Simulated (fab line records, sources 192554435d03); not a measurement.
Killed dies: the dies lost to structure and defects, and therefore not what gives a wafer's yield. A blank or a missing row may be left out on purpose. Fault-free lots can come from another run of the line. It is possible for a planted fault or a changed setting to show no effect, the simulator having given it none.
fab line records	flow n5-finfet
[record] lots = 5	wafers = 15	last-day = 16
route steps=1938 shown HKMG_FIN@435 GATE_CUT@465 PASSIVATION@1936
lots that met no fault: from a run of the same line without faults
start-h: hours from the record's opening day to when the first of the lot's shown wafers began	wait-h: hours from the lot's prior step to this one	" as in the row above	L1.1+2: a row that stands for several wafers	- value missing, or start not given	* or withheld: withheld	< > ~ a bound
route shown NAME@n: NAME is a module with steps in the file, n the number in the route of the first one	usual: mean/standard deviation taken from wafers without a fault	same: alike in all rows	chamber/n: place in a boat	sites: readings site by site	_std_site: how widely they spread, as a standard deviation	_edge_site: outer sites' mean less inner sites'	radius-mm: how far each site lies from the wafer's centre	mask NAME#n: copy n	behind: the last tool/chamber to shape the wafer	hold: the reason the lot was held/the length of the hold in hours/how it ended	device: which transistor (n, p or np) failed to switch	end of line: the route-end tests of the same wafers	step lacking rows: just its recipe	killed: count of dies lost to structure and defects at first sort (not the wafer's yield)	map: a wafer's dies, x killed, . not, _ none there
set.NAME: the setting that was run; set.NAME@STEP: the one run at that earlier step	model.NAME: the simulator's own value behind a step, which no gauge read
a table for each step, a row for each wafer; lots at some steps of the route
services: the hour from which a tool's chamber was out of use, counted from the record's first day as start-h (under 0 if before that day), plus the number of hours and why
[[steps]]
[step N5_HKMG_FIN_ETCH_32]
[recipe] chemistry = N2/H2	target = SOC	target-depth-a = 2400	temp-c = 40	time-s = 300	ion-energy-ev = 200	mask-material = SiARC	pressure-mtorr = 30	source-w = 840	bias-w = 150	n2-flow-sccm = 200	h2-flow-sccm = 200
[step N5_HKMG_FIN_STRIP_33]
[recipe] chemistry = N2/H2	temp-c = 40	n2-flow-sccm = 200	h2-flow-sccm = 200	rf-frequency-hz = 6e+07
[step N5_HKMG_FIN_STRIP_34]
[recipe] chemistry = CF4	resist = SiARC	power-w = 300	bias-power-w = 75	pressure-mtorr = 50	cf4-flow-sccm = 150	rf-frequency-hz = 6e+07
[step N5_HKMG_FIN_ETCH_35]
[recipe] chemistry = N2/H2	target = SOC	target-depth-a = 2158	ion-energy-ev = 65	bias-w = 5	source-w = 3000	time-s = 243.4	pressure-mtorr = 30	n2-flow-sccm = 200	h2-flow-sccm = 200
[step N5_HKMG_FIN_STRIP_92]
[recipe] chemistry = N2/H2	material = SOC	time-s = 20	power-w = 500	temp-c = 40	pressure-mtorr = 50	rf-frequency-hz = 6e+07	bias-power-w = 8	h2-frac = 0.5	n2-flow-sccm = 300	h2-flow-sccm = 300
[step N5_HKMG_FIN_WET_ETCH_18]
[recipe] chemistry = SC1	target = TiN	mix = 1:1:5	temp-c = *	time-s = 55	target-depth-nm = 5.2	dry = ipa-marangoni	rinse-time-s = 30	rinse-temp-c = 23
[step N5_HKMG_FIN_STRIP_19]
[recipe] chemistry = N2/H2	power-w = 2500	temp-c = 300	h2-frac = 0.65	time-s = 360	pressure-mtorr = withheld	n2-flow-sccm = 1750	h2-flow-sccm = 3250
[step N5_HKMG_FIN_ALD_91]
[recipe] material = TiN	target-thk-a = 10	temp-c = 400	ald-precursor-family = TiCl4	ald-co-reactant = NH3	pulse-time-s = 1	purge-time-s = 3	co-reactant-purge-time-s = 2	co-reactant-pulse-time-s = 2	ald-cycles = 47	pressure-torr = 3
[step N5_HKMG_FIN_COAT_85]
[recipe] resist = SOC	temp-c = 250	time-s = 60	spin-rpm = 1500	resist-thk-nm = 300
[step N5_HKMG_FIN_ETCH_86]
[recipe] chemistry = N2/H2	target = SOC	target-depth-a = 3932	stop-on = TiN	ion-energy-ev = 100	bias-w = 61	pressure-mtorr = 30	source-w = 850	n2-flow-sccm = 200	h2-flow-sccm = 200
[step N5_HKMG_FIN_STRIP_89]
[recipe] chemistry = N2/H2	material = SOC	time-s = 20	power-w = 500	temp-c = 40	pressure-mtorr = 50	rf-frequency-hz = 6e+07	bias-power-w = 8	h2-frac = 0.5	n2-flow-sccm = 300	h2-flow-sccm = 300
[step N5_HKMG_FIN_WET_ETCH_87]
[recipe] chemistry = SC1	target = TiN	mix = 1:2:40	temp-c = 50	time-s = 154.2	target-depth-nm = 4.7	dry = ipa-marangoni	rinse-time-s = 30	rinse-temp-c = 23
[step N5_HKMG_FIN_STRIP_88]
[recipe] chemistry = N2/H2	power-w = 2500	temp-c = 300	h2-frac = 0.65	time-s = 360	pressure-mtorr = withheld	n2-flow-sccm = 1750	h2-flow-sccm = 3250
[usual] drypump-motor-current-A = 5.7/0.47	heater-power-w = 512/40
lot.wafer	tool	chamber	start-h	wait-h	drypump-motor-current-A	heater-power-w	rf-hours-counter-h
L671.2	plasma-asher-02	1	81.98	0.0	6.3	487	92
L671.5	"	1	"	"	6.3	504	-
L671.6	"	0	"	"	5.7	473	-
L672.2	plasma-asher-02	1	88.32	0.0	6.3	496	93
L672.3	"	0	"	"	5.7	470	-
L672.5	"	1	"	"	6.3	506	-
L679.1	plasma-asher-02	0	131.43	0.0	5.7	474	103
L679.2	"	1	"	"	6.3	500	103
L679.5	"	0	"	"	5.7	467	-
L683.1	plasma-asher-01	0	155.24	0.0	4.9	587	50
L683.2	"	1	"	"	5.5	518	50
L683.4	"	1	"	"	5.5	497	-
L688.2	plasma-asher-01	1	185.52	0.0	5.5	518	55
L688.5	"	0	"	"	5.0	592	-
L688.6	"	1	"	"	5.5	515	-
[step N5_HKMG_FIN_NWFM_ALD_20]
[recipe] material = TiAlC	target-thk-a = 20	temp-c = 300	ald-precursor-family = TiCl4	ald-co-reactant = TEA	pulse-time-s = 3	purge-time-s = 2	co-reactant-purge-time-s = 2	co-reactant-pulse-time-s = 10	ald-cycles = 7	pressure-torr = 3
[usual] heater-power-w = 496/27	precursor-pulse-height-rel = 0.999/0.02
[same] co-reactant-pulse-time-s = 10
lot.wafer	tool	chamber	start-h	wait-h	heater-power-w	precursor-pulse-height-rel
L671.2	ald-metal-01	3	82.37	0.3	488	1.007
L671.5	"	2	"	"	510	0.992
L671.6	"	3	"	"	475	1.008
L672.2	ald-metal-03	1	88.70	0.3	506	1.006
L672.3	"	0	"	"	531	1.010
L672.5	"	3	"	"	433	0.986
L679.1	ald-metal-01	3	131.81	0.3	481	1.005
L679.2	"	0	"	"	480	0.974
L679.5	"	1	"	"	475	0.988
L683.1	ald-metal-02	2	155.63	0.3	514	1.024
L683.2	"	0	"	"	497	1.043
L683.4	"	3	"	"	461	0.993
L688.2	ald-metal-02	2	185.90	0.3	516	0.983
L688.5	"	1	"	"	513	1.020
L688.6	"	2	"	"	508	1.037
[step N5_HKMG_FIN_ALD_71]
[recipe] material = TiN	target-thk-a = 10	temp-c = 400	ald-precursor-family = TiCl4	ald-co-reactant = NH3	pulse-time-s = 1	purge-time-s = 3	co-reactant-purge-time-s = 2	co-reactant-pulse-time-s = 2	ald-cycles = 47	pressure-torr = 3
[step N5_HKMG_FIN_COAT_66]
[recipe] resist = SOC	temp-c = 250	time-s = 60	spin-rpm = 1500	resist-thk-nm = 300
[step N5_HKMG_FIN_ETCH_67]
[recipe] chemistry = N2/H2	target = SOC	target-depth-a = 3889	stop-on = TiN	ion-energy-ev = 100	bias-w = 61	pressure-mtorr = 30	source-w = 850	n2-flow-sccm = 200	h2-flow-sccm = 200
[step N5_HKMG_FIN_STRIP_90]
[recipe] chemistry = N2/H2	material = SOC	time-s = 20	power-w = 500	temp-c = 40	pressure-mtorr = 50	rf-frequency-hz = 6e+07	bias-power-w = 8	h2-frac = 0.5	n2-flow-sccm = 300	h2-flow-sccm = 300
[usual] drypump-motor-current-A = 5.7/0.45	oes-product-au = 0.78/0.11	rf-vpp-V = 54.1/0.8	showerhead-plenum-p-Torr = 3.36/0.13	throttle-valve-pct = 19.0/0.42
lot.wafer	tool	chamber	start-h	wait-h	drypump-motor-current-A	oes-product-au	rf-hours-counter-h	rf-vpp-V	showerhead-plenum-p-Torr	throttle-valve-pct
L671.2	rie-diel-02	0	82.86	0.0	5.1	0.72	181	53.2	3.22	19.4
L671.5	"	3	"	"	6.4	0.87	-	53.7	3.44	19.1
L671.6	"	0	"	"	5.1	0.72	-	53.4	3.22	19.4
L672.2	rie-diel-01	2	89.20	0.0	5.1	0.98	14	52.9	3.28	18.3
L672.3	"	3	"	"	5.8	0.73	174	53.9	3.48	19.7
L672.5	"	0	"	"	5.8	0.70	-	54.3	3.50	18.7
L679.1	rie-diel-01	2	132.38	0.0	5.1	0.96	30	53.7	3.27	18.3
L679.2	"	1	"	"	6.1	0.74	169	55.0	3.36	18.8
L679.5	"	3	"	"	5.8	0.72	-	55.0	3.47	19.7
L683.1	rie-diel-02	3	156.12	0.0	6.4	0.85	73	53.6	3.42	19.1
L683.2	"	1	"	"	5.9	0.67	248	54.4	3.18	18.9
L683.4	"	0	"	"	5.1	0.70	213	55.2	3.20	19.5
L688.2	rie-diel-02	3	186.40	0.0	6.4	0.83	84	55.1	3.42	19.1
L688.5	"	2	"	"	5.3	0.93	-	54.1	3.58	19.3
L688.6	"	3	"	"	6.4	0.84	-	53.5	3.42	19.1
[step N5_HKMG_FIN_WET_ETCH_73]
[recipe] chemistry = SC1	mix = 1:2:40	temp-c = 50	time-s = 42.3	target-depth-nm = 1.3	dry = ipa-marangoni	rinse-time-s = 30	rinse-temp-c = 23
[step N5_HKMG_FIN_ETCHBACK_68]
[recipe] chemistry = Cl2/Ar	stop-on = HfO2	target-depth-a = 5	pressure-mtorr = 10	icp-w = 600	bias-w = 60	Cl2_flow_sccm = 40	Ar_flow_sccm = 60
[step N5_HKMG_FIN_STRIP_69]
[recipe] chemistry = N2/H2	power-w = 2500	temp-c = 300	h2-frac = 0.65	time-s = 360	pressure-mtorr = withheld	n2-flow-sccm = 1750	h2-flow-sccm = 3250
[step N5_HKMG_FIN_ALD_21]
[recipe] material = TiN	target-thk-a = 15	temp-c = 400	ald-precursor-family = TiCl4	ald-co-reactant = NH3	pulse-time-s = 1	purge-time-s = 3	co-reactant-purge-time-s = 2	co-reactant-pulse-time-s = 2	ald-cycles = 68	pressure-torr = 3
[usual] heater-power-w = 875/49	precursor-pulse-height-rel = 0.999/0.019
[same] co-reactant-pulse-time-s = 2
lot.wafer	tool	chamber	start-h	wait-h	heater-power-w	precursor-pulse-height-rel
L671.2	ald-metal-03	1	83.55	0.3	914	0.991
L671.5	"	0	"	"	935	0.986
L671.6	"	3	"	"	756	0.997
L672.2	ald-metal-01	3	89.88	0.3	851	0.979
L672.3	"	0	"	"	834	0.991
L672.5	"	0	"	"	823	1.027
L679.1	ald-metal-02	1	133.18	0.3	920	0.975
L679.2	"	2	"	"	931	0.981
L679.5	"	3	"	"	825	0.994
L683.1	ald-metal-01	3	156.81	0.3	839	0.989
L683.2	"	1	"	"	852	1.015
L683.4	"	0	"	"	826	1.045
L688.2	ald-metal-01	1	187.19	0.3	853	0.986
L688.5	"	1	"	"	836	0.991
L688.6	"	2	"	"	928	1.010
[step N5_HKMG_FIN_ALD_72]
[recipe] material = W	target-thk-a = 20	temp-c = 300	pressure-torr = 7.5	ald-precursor-family = WF6	ald-co-reactant = B2H6	pulse-time-s = 1	purge-time-s = 2	co-reactant-purge-time-s = 2	co-reactant-pulse-time-s = 3	ald-cycles = 7
[step N5_HKMG_FIN_W_FILL_22]
[recipe] material = W	target-thk-a = 600	temp-c = 400	pressure-torr = 39.4	time-s = 18.2
[step N5_HKMG_FIN_PRECLEAN_83]
[recipe] chemistry = DIW	time-s = 57.5	temp-c = 23
[step N5_HKMG_FIN_SRD_84]
[recipe] dry-time-s = 32	dry = n2-spin	spin-rpm = 1500
[step N5_HKMG_FIN_CMP_23]
[recipe] stop-on = SiNx	t-overpolish-s = 10	post-cmp-clean = rinse-only	down-force-psi = 4	platen-rpm = 50.289	pad-velocity-m-s = 1.0006	target-thk-nm = 46.326
[step N5_HKMG_FIN_CMP_94]
[recipe] stop-on = SiNx	post-cmp-clean = w-dilute-nh4oh	t-overpolish-s = 4.7	down-force-psi = 4	platen-rpm = 50.289	pad-velocity-m-s = 1.0006	target-thk-nm = 43.299
[usual] motor-current-A = 11.9/1.1
[same] t-overpolish-s = 4.7
lot.wafer	tool	chamber	start-h	wait-h	motor-current-A
L671.2	cmp-01	1	84.62	0.3	10.6
L671.5	"	3	"	"	11.3
L671.6	"	0	"	"	11.4
L672.3	cmp-04	2	90.93	0.3	13.0
L672.2	"	3	"	"	12.8
L672.5	"	1	"	"	10.2
L679.1	cmp-01	0	134.20	0.4	11.6
L679.2	"	2	"	"	12.8
L679.5	"	0	"	"	11.5
L683.1	cmp-01	2	157.85	0.3	12.3
L683.2	"	3	"	"	11.7
L683.4	"	0	"	"	11.6
L688.2	cmp-02	2	188.28	0.3	12.8
L688.5	"	0	"	"	12.9
L688.6	"	1	"	"	13.9
[step N5_GATE_CUT_ETCHBACK_00]
[recipe] chemistry = SF6/Cl2	target = W	pressure-mtorr = 8	icp-w = 900	bias-w = 80	SF6_flow_sccm = 40	Cl2_flow_sccm = 60
[step N5_GATE_CUT_ETCH_56]
[recipe] chemistry = Cl2/Ar	target = TiN	target-depth-a = 216	pressure-mtorr = 10	icp-w = 600	bias-w = 60	Cl2_flow_sccm = 40	Ar_flow_sccm = 60
[step N5_GATE_CUT_ETCHBACK_30]
[recipe] chemistry = Cl2/Ar	target = TiN	target-depth-a = 30	mode = isotropic	pressure-mtorr = 10	icp-w = 600	bias-w = 60	Cl2_flow_sccm = 40	Ar_flow_sccm = 60
[step N5_GATE_CUT_VAPOR_ETCH_60]
[recipe] chemistry = BCl3/Cl2	target = HfO2	mode = isotropic
[step N5_GATE_CUT_ETCH_58]
[recipe] chemistry = CH3F/O2	target = SiNx	target-depth-a = 170	time-s = 128.6	ion-energy-ev = 50	pressure-mtorr = 30	source-w = 415	bias-w = 21	Ar_flow_sccm = 150	CH3F_flow_sccm = 30	O2_flow_sccm = 20
[usual] drypump-motor-current-A = 5.4/0.4	oes-product-au = 0.79/0.085	rf-vpp-V = 99.1/0.82	showerhead-plenum-p-Torr = 2.00/0.054	throttle-valve-pct = 16.39/0.23
lot.wafer	tool	chamber	start-h	wait-h	drypump-motor-current-A	oes-product-au	rf-hours-counter-h	rf-vpp-V	showerhead-plenum-p-Torr	throttle-valve-pct
L671.2	rie-diel-06	3	85.16	0.1	4.8	0.94	9	99.7	1.96	15.88
L671.5	"	1	"	"	6.2	0.68	-	97.6	1.87	16.55
L671.6	"	0	"	"	5.1	0.72	-	98.8	1.99	16.62
L672.2	rie-diel-04	0	91.45	0.0	5.6	0.69	257	100.3	1.95	16.85
L672.3	"	3	"	"	4.8	0.67	242	99.8	1.99	16.40
L672.5	"	1	"	"	5.4	0.75	-	98.2	2.00	16.60
L679.1	rie-diel-04	1	134.84	0.1	5.4	0.74	168	98.7	1.99	16.65
L679.2	"	2	"	"	5.2	0.90	18	98.9	2.05	16.25
L679.5	"	2	"	"	5.2	0.90	-	99.8	2.05	16.27
L683.1	rie-diel-04	0	158.38	0.0	5.6	0.93	8	98.6	1.95	16.29
L683.2	"	2	"	"	5.2	0.88	26	100.5	2.05	16.27
L683.4	"	1	"	"	5.4	0.72	-	98.3	1.99	16.66
L688.2	rie-diel-05	1	188.78	0.0	5.8	0.80	97	100.1	2.00	16.26
L688.5	"	3	"	"	5.7	0.67	-	100.7	2.08	16.57
L688.6	"	2	"	"	5.8	0.83	-	99.0	2.02	16.18
[step N5_GATE_CUT_STRIP_59]
[recipe] chemistry = N2/H2	time-s = 20	power-w = 100	temp-c = 40	pressure-mtorr = 100	rf-frequency-hz = 6e+07	bias-power-w = 3	n2-flow-sccm = 300	h2-flow-sccm = 300
[step N5_GATE_CUT_PRECLEAN_31]
[recipe] temp-c = 23	chemistry = DIW	time-s = 300
[step N5_GATE_CUT_SRD_32]
[recipe] time-s = 30	temp-c = 23	rinse-liquid = diw	dry = ipa-marangoni
[step N5_GATE_CUT_SAC_CAP_01]
[recipe] material = SiNx	target-thk-a = 240	temp-c = 400	ald-precursor-family = SiH2I2	ald-co-reactant = N2/H2-plasma	pulse-time-s = 1	ald-cycles = 480	purge-time-s = 2	co-reactant-purge-time-s = 2	pressure-torr = 2
[step N5_GATE_CUT_PECVD_57]
[recipe] material = SiNx	target-thk-a = 210	temp-c = 400	precursor = SiH4/NH3/N2	pressure-torr = 1.5	rf-w = 300
[step N5_GATE_CUT_CMP_02]
[recipe] stop-on = SiO2	t-overpolish-s = 12.7	post-cmp-clean = alkaline-brush	down-force-psi = 2.5	platen-rpm = 51.8	pad-velocity-m-s = 1.0307	target-thk-nm = 0
[step N5_PASSIVATION_PROBE_49]
[usual] defect-limited-yield = 91.5/1.5	killed_at_M0_to_M3 = 33/9.9	killed_at_M4_up = 14/5.2	killed-at-contacts = 11/5.2	killed-at-front-end = 38/10	killed-at-other = 4/3.5	killed-dies = 100/18	killed-open = 66/14	killed-short = 32/6.9	sort_bin_5_function = 5.0/1	sort_bin_6_memory = 3.1/0.69	sort_bin_8_speed = 0.03/0.26	sort-n-pass = 1080/18	sort-yield-pct = 91.5/1.5
[same] gross-dies = 1180	killed-at-back-side = 0	sort_bin_4_leakage[%] = 0
lot.wafer	tool	chamber	start-h	wait-h	defect-limited-yield[%]	killed_at_M0_to_M3	killed_at_M4_up	killed-at-contacts	killed-at-front-end	killed-at-other	killed-dies	killed-open	killed-short	sort_bin_5_function[%]	sort_bin_6_memory[%]	sort_bin_8_speed[%]	sort-n-pass	sort-yield-pct[%]
L672.2	prober-01	-	276.77	0.1	90.7	32	20	10	44	4	110	75	34	6.1	3.0	0	1070	90.7
L672.3	prober-01	-	276.82	0.1	92.5	30	11	10	32	6	89	62	26	4.7	2.4	0	1091	92.5
L672.5	prober-01	-	276.92	0.2	91.1	34	11	12	38	10	105	66	39	5.4	3.1	0	1075	91.1
L671.2	prober-02	-	287.49	0.1	92.5	28	18	10	32	0	88	60	28	4.3	2.8	0	1092	92.5
L671.5	prober-02	-	287.64	0.2	93.0	25	13	2	40	3	83	57	26	3.5	3.3	0	1097	93.0
L671.6	prober-02	-	287.69	0.3	92.5	31	16	5	31	6	89	59	29	5.0	2.5	0	1091	92.5
L679.1	prober-02	-	332.04	0.0	91.6	27	8	14	49	1	99	63	34	4.7	3.4	0	1081	91.6
L679.2	prober-02	-	332.09	0.1	93.1	16	10	7	47	2	82	52	26	3.7	3.1	0	1098	93.1
L679.5	prober-02	-	332.24	0.2	92.2	20	15	9	47	1	92	53	29	4.2	2.8	0.08	1088	92.2
L683.1	prober-02	-	351.64	0.0	92.9	34	19	5	25	1	84	50	33	4.9	2.0	0	1096	92.9
L683.2	prober-02	-	351.69	0.1	94.0	29	13	7	20	2	71	56	15	3.7	2.2	0	1109	94.0
L683.4	prober-02	-	351.79	0.2	90.3	52	17	7	34	4	114	75	37	6.3	3.4	0	1066	90.3
L688.5	prober-01	-	387.34	0.2	81.2	20	15	9	177	1	222	47	35	10.9	4.8	0	958	81.2
// killed by level:class
L672.2 FIN_SAQP:geometric-particle:open=19 FIN_SAQP:geometric-particle:short=14 BEOL_M2:geometric-particle:open=14 BEOL_M4:geometric-particle:open=11 MOL_CONTACT_COAG:geometric-particle:open=10 BEOL_M3:geometric-particle:open=4 STI_FIN_REVEAL:geometric-particle:open=3 BEOL_M0_SAQP:geometric-particle:short=3
L672.3 BEOL_M3:geometric-particle:open=13 FIN_SAQP:geometric-particle:open=10 BEOL_M1:geometric-particle:open=8 MOL_CONTACT_COAG:geometric-particle:open=7 FIN_SAQP:geometric-particle:short=5 STI_FIN_REVEAL:geometric-particle:open=5 STARTING-WAFER:geometric-particle:short=4 GATE_CUT:geometric-particle:short=3
L672.5 FIN_SAQP:geometric-particle:open=12 BEOL_M0_SAQP:geometric-particle:short=11 MOL_CONTACT_COAG:geometric-particle:open=9 BEOL_M2:geometric-particle:open=7 BEOL_M1:geometric-particle:open=6 FIN_SAQP:geometric-particle:short=5 STI_FIN_REVEAL:geometric-particle:open=5 BEOL_M0_SAQP:geometric-particle:open=5
L671.2 BEOL_M3:geometric-particle:open=9 MOL_CONTACT_COAG:geometric-particle:open=8 STI_FIN_REVEAL:geometric-particle:open=7 FIN_SAQP:geometric-particle:short=6 BEOL_M1:geometric-particle:open=5 BEOL_M0_SAQP:geometric-particle:open=4 BEOL_M4:geometric-particle:open=4 FIN_SAQP:geometric-particle:open=3
L671.5 FIN_SAQP:geometric-particle:open=12 BEOL_M0_SAQP:geometric-particle:open=9 STI_FIN_REVEAL:geometric-particle:open=6 FIN_SAQP:geometric-particle:short=5 BEOL_M4:geometric-particle:open=5 STARTING-WAFER:geometric-particle:short=5 STI_FIN_REVEAL:geometric-particle:short=3 BEOL_M0_SAQP:geometric-particle:short=3
L671.6 STI_FIN_REVEAL:geometric-particle:open=11 FIN_SAQP:geometric-particle:short=9 BEOL_M0_SAQP:geometric-particle:open=8 BEOL_M3:geometric-particle:open=7 BEOL_M1:geometric-particle:open=5 FIN_SAQP:geometric-particle:open=4 MOL_CONTACT_COAG:geometric-particle:open=4 BEOL_M3:geometric-particle:short=4
L679.1 MOL_CONTACT_COAG:geometric-particle:open=13 FIN_SAQP:geometric-particle:open=12 STI_FIN_REVEAL:geometric-particle:open=11 FIN_SAQP:geometric-particle:short=9 BEOL_M0_SAQP:geometric-particle:open=8 BEOL_M0_SAQP:geometric-particle:short=7 GATE_CUT:geometric-particle:short=6 BEOL_M2:geometric-particle:open=5
L679.2 FIN_SAQP:geometric-particle:open=15 DUMMY_GATE:geometric-particle:open=8 MOL_CONTACT_COAG:geometric-particle:open=6 FIN_SAQP:geometric-particle:short=5 BEOL_M0_SAQP:geometric-particle:short=5 BEOL_M3:geometric-particle:open=4 BEOL_M4:geometric-particle:open=4 STI_FIN_REVEAL:geometric-particle:open=3
L679.5 FIN_SAQP:geometric-particle:open=13 FIN_SAQP:geometric-particle:short=6 MOL_CONTACT_COAG:geometric-particle:open=6 BEOL_M3:geometric-particle:open=6 HKMG_FIN:area-etch=6 STI_FIN_REVEAL:geometric-particle:open=5 GATE_CUT:geometric-particle:short=4 BEOL_M4:geometric-particle:open=4
L683.1 BEOL_M0_SAQP:geometric-particle:short=10 BEOL_M2:geometric-particle:open=9 BEOL_M4:geometric-particle:open=7 BEOL_M1:geometric-particle:open=7 FIN_SAQP:geometric-particle:short=6 MOL_CONTACT_COAG:geometric-particle:open=5 ILD0:geometric-particle:open=4 BEOL_M8:geometric-particle:open=4
L683.2 MOL_CONTACT_COAG:geometric-particle:open=7 BEOL_M0_SAQP:geometric-particle:open=7 STI_FIN_REVEAL:geometric-particle:open=6 BEOL_M2:geometric-particle:open=6 BEOL_M4:geometric-particle:open=6 GATE_CUT:geometric-particle:short=5 BEOL_M1:geometric-particle:open=5 BEOL_M3:geometric-particle:open=4
L683.4 BEOL_M3:geometric-particle:open=12 BEOL_M4:geometric-particle:open=11 BEOL_M0:geometric-particle:open=9 GATE_CUT:geometric-particle:short=8 BEOL_M1:geometric-particle:open=8 FIN_SAQP:geometric-particle:open=6 BEOL_M0_SAQP:geometric-particle:short=6 BEOL_M1:geometric-particle:short=6
L688.5 HKMG_FIN:unspecified=136 FIN_SAQP:geometric-particle:short=9 BEOL_M1:geometric-particle:open=8 GATE_CUT:geometric-particle:short=6 MOL_CONTACT_COAG:geometric-particle:open=5 BEOL_M4:geometric-particle:open=5 GATE_CUT:geometric-particle:open=4 BEOL_M0_SAQP:geometric-particle:short=4
// map L688.5 (x killed, . not)
_________________.x........x.________________
______________x..x...x.........._____________
___________..............x.........__________
__________.....................x...._________
________.........x..x.x....xx........._______
_______................................______
______.......x.........x.........x......_____
_____x.................xx......x.x.......____
____.....x............xx.......x...x......___
___..............x........x...xxxxx........__
___...........................xxxxx.x.....x__
__......x.......x...........x.xxxx.xx.....x._
__...x.....................xxxxxxxxxxxxx...._
_...x...........x.....x....xxxxxxxxxxxxx.x...
_.......................xxxxxxxxxxxxxxxxx...x
_..x...x.................xxxxxxxxxxxxxxxx....
_.........................xxxxxxxxxxxxxx....x
_....x.........x.......x.x.xxxxxxxxxxxx......
_.x....x...........x.....x.xxxxxxxxxxx....x..
_.....x....x..........x.......xx.xxxxx.x.....
_..............x.............xxxxxxx..x......
__...x....................xx...xx.x.x.x....._
__.x..x...................x................._
___............................x...........__
___..x...............x......x........x.....__
____..x.x....x.........x....x.x...........___
_____..x..............x..x...............____
______.............x..........x........._____
_______....x...............x....x......______
________...x......x..................._______
__________............x........x...._________
___________x...xx...x..............__________
______________..x..............._____________
_________________............________________
// map L683.4 (x killed, . not)
_________________....x.......________________
______________..........x......x_____________
___________.........x.....x..x..x..__________
__________......x....x...x.........._________
________........x...x................._______
_______..............x................x______
______.......x.x..x.....x..x.x.........._____
_____..................x..x..............____
____...................x......x........xxx___
___....x.................................x.__
___...x...x.............x...........x.....x__
__.....x..................x................._
__..........x.......x............x.x....x..x_
_x......x....x...............xx..............
_.............x.....x....x.x.......x.........
_.............x................x.............
_.x.............x..x.......x......x.........x
_.............x..............................
_.............x......x..x.......xx...x.......
_........x..........x.............xx...x.....
_.....x.....x...x...x...x....................
__....x....................................._
__....x.x..x..x...........................x._
___x...........x.......x.x........x........__
___......................x.................__
____........x..............x.........x..xx___
_____...x.......xx......x................____
______............x...............x....._____
_______..x.x..x..........xx....x.......______
________.....x.x..x................xx._______
__________.x........................_________
___________........................__________
______________..x..............._____________
_________________.........x..________________
[[services]]
tool	chamber	start-h	hours	kind
cmp-04	-	59.32	4.4	pm
rie-diel-04	1	71.14	16.1	repair
ald-metal-02	-	71.89	14.6	pm
cmp-02	-	74.74	2.3	repair
rie-diel-06	0	92.46	3.0	repair
cmp-01	-	92.86	4.5	repair
cmp-04	-	94.09	4.1	repair
ald-metal-02	0	97.23	4.5	repair
rie-diel-01	3	110.08	4.3	repair
cmp-02	-	113.66	4.0	pm
ald-metal-03	-	120.20	6.5	repair
ald-metal-02	-	131.67	0.6	repair
cmp-01	-	138.32	6.1	repair
rie-diel-02	3	139.10	12.7	repair
rie-diel-04	2	140.35	6.3	repair
rie-diel-04	3	142.94	15.3	repair
rie-diel-01	0	143.26	26.3	repair
rie-diel-04	-	145.57	2.8	pm
ald-metal-03	-	149.39	1.4	repair
plasma-asher-01	-	150.28	1.2	repair
ald-metal-02	1	157.30	1.7	repair
ald-metal-02	1	164.13	15.2	repair
plasma-asher-01	-	177.64	3.0	repair
plasma-asher-02	-	185.70	14.6	pm
[[key]]
[first-sign] step = N5_PASSIVATION_PROBE_49	reading = killed-at-front-end	direction = up	sigmas = 13	usual = 38	struck = 177
[effect] step = N5_PASSIVATION_PROBE_49	reading = defect-limited-yield	direction = down	sigmas = 6.8	usual = 91.5	struck = 81.2
[more-kills-born-at] N5_HKMG_FIN_STRIP_88@plasma-asher-01 = 136
met-at N5_HKMG_FIN_STRIP_88
struck-wafers L688.5
onset-between 155.24 185.52
[fault] kind = chamber-particle-source	tool = plasma-asher-01	chamber = 0	onset-h = 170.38	steps = N5_HKMG_FIN_STRIP_88	rate-per-visit-cm2 = 1.0916
